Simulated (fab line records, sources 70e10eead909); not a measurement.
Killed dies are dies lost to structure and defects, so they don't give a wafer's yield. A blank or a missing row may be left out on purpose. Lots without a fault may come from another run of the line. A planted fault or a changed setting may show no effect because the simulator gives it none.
A struck lot beside a sound one | flow nand_harc | 15 steps out of a route of 1302
Sound: wafers L293.1, L293.3, L293.5. Struck: wafer L305.6. (L305.2, L305.3 of the same lot were not struck and are left out.) The cause comes at the end.
At each step with rows: each side's tool, then ch and its chambers, then its first start. Under that, the readings that differ: sound wafers | struck wafers | difference of the means | sigmas: that difference in standard deviations of wafers without a fault.
alike: readings whose means differ by less than 2 such deviations, and words and numbers that are the same on both sides. not compared: withheld readings, readings that some wafer has no value for, bounds like >300 that may hide the same value, and numbers for which the record gives no deviation and whose values overlap.
The two part at a step that has a row with sigmas, a row that says differs or no value, or rows on one side only. Numbers that don't overlap but have no deviation are shown without sigmas and don't part them. A reading that every wafer of one side lacks parts them only if that side has two wafers or more.

first, 4 steps without rows for these wafers: NHARC_P_BONDPAD_EBR_05; NHARC_P_BONDPAD_EXPOSE_06 (exposes mask P BPAD); NHARC_P_BONDPAD_PEB_07 (peb time 80 s); NHARC_P_BONDPAD_DEVELOP_08 (time 50 s).
NHARC_P_BONDPAD_CD_MEAS_09: target cd 500 nm.
  sound on cd_sem-03 ch 0, day 7 10:25; struck on cd_sem-01 ch 0, day 12 13:23
  alike: cd_nm
NHARC_P_BONDPAD_OVL_MEAS_38:
  sound on overlay-02, day 7 10:31; struck on overlay-02, day 12 13:28
  alike: overlay_x_nm, overlay_y_nm
then, 1 step without rows for these wafers: NHARC_P_BONDPAD_HARDBAKE_10 (time 65 s).
NHARC_P_BONDPAD_DESCUM_11: chemistry O2, time 3 s.
  sound on rie_diel-04 ch 0,2,3, day 7 10:39; struck on rie_diel-12 ch 2, day 12 13:37
  reading                         | sound                | struck | difference | sigmas
  showerhead_plenum_p_Torr (Torr) | 1.97 1.91 2.03       | 1.82   | -0.15      | -2
  throttle_valve_pct (%)          | 11.314 11.307 11.316 | 11.331 | +0.019     | +2
  alike: drypump_motor_current_A, oes_product_au, rf_vpp_V
  not compared: rf_hours_counter_h
NHARC_P_BONDPAD_ETCH_37: etches the open film in N2/H2, target depth 60 nm, overetch 18 nm, time 65.91 s.
  sound on rie_diel-04 ch 0,3, day 7 10:43; struck on rie_diel-12 ch 3, day 12 13:41
  reading               | sound             | struck | difference | sigmas
  oes_product_au (a.u.) | 0.986 1.000 0.985 | 1.021  | +0.031     | +3
  alike: drypump_motor_current_A, h2_flow_sccm, rf_fwd_power_W, rf_vpp_V, showerhead_plenum_p_Torr, throttle_valve_pct
  not compared: rf_hours_counter_h
NHARC_P_BONDPAD_ETCH_12: etches the open film in CHF3/O2, target depth 200 nm, time 100 s.
  sound on rie_diel-04 ch 2,3; struck on rie_diel-12 ch 2
  reading                         | sound                | struck | difference | sigmas
  rf_vpp_V (V)                    | 370.0 373.2 372.3    | 367.0  | -4.8       | -3
  showerhead_plenum_p_Torr (Torr) | 2.40 2.55 2.55       | 2.29   | -0.21      | -3
  throttle_valve_pct (%)          | 20.572 20.583 20.588 | 20.561 | -0.020     | -2
  alike: drypump_motor_current_A, oes_product_au, rf_fwd_power_W
  not compared: rf_hours_counter_h
NHARC_P_BONDPAD_CD_MEAS_13:
  sound on cd_sem-01, day 7 10:57; struck on cd_sem-02, day 12 13:55
  alike: cd_nm
NHARC_P_BONDPAD_STRIP_15: strips in O2.
  sound on rie_diel-12 ch 1,3, day 7 11:02; struck on rie_diel-12 ch 1, day 12 13:59
  reading                | sound                | struck | difference | sigmas
  throttle_valve_pct (%) | 17.030 17.038 17.037 | 17.063 | +0.028     | +3
  alike: drypump_motor_current_A, oes_product_au, rf_vpp_V, showerhead_plenum_p_Torr
  not compared: rf_hours_counter_h
NHARC_P_BONDPAD_ETCH_24: etches the open film in CF4/N2, target depth 30 nm, time 72.99 s.
  sound on rie_diel-12 ch 0,2,3, day 7 11:11; struck on rie_diel-12 ch 0, day 12 14:08
  reading               | sound             | struck | difference | sigmas
  oes_product_au (a.u.) | 1.007 0.994 1.024 | 0.749  | -0.259     | -24
  rf_fwd_power_W (W)    | 299.3 296.8 297.5 | 179.0  | -118.9     | -99 or more
  alike: drypump_motor_current_A, rf_vpp_V, showerhead_plenum_p_Torr, throttle_valve_pct
  not compared: rf_hours_counter_h
then, 1 step without rows for these wafers: NHARC_P_BONDPAD_STRIP_16 (strips in post etch residue remover, time 600 s).
-- the record jumps here: 18 days lie between the struck wafers' starts before and after (it left off in module P_BONDPAD and takes up again in module END, whose first step shown is number 1302 of the route) --
NHARC_END_SORT_01:
  sound on prober-01 ch 0, day 25 12:19; struck on prober-01 ch 0, day 30 06:12
  reading                  | sound          | struck | difference | sigmas
  defect_limited_yield (%) | 89.2 87.1 91.1 | 0      | -89        | -34
  killed_at_periphery      | 3 0 1          | 600    | +599       | +99 or more
  killed_dies              | 73 87 60       | 677    | +604       | +36
  alike: killed_at_array, killed_at_other, killed_open, killed_short

WHERE THEY PART
First at NHARC_P_BONDPAD_DESCUM_11; last, within this record, at NHARC_END_SORT_01.

WHY: what the simulator had put in
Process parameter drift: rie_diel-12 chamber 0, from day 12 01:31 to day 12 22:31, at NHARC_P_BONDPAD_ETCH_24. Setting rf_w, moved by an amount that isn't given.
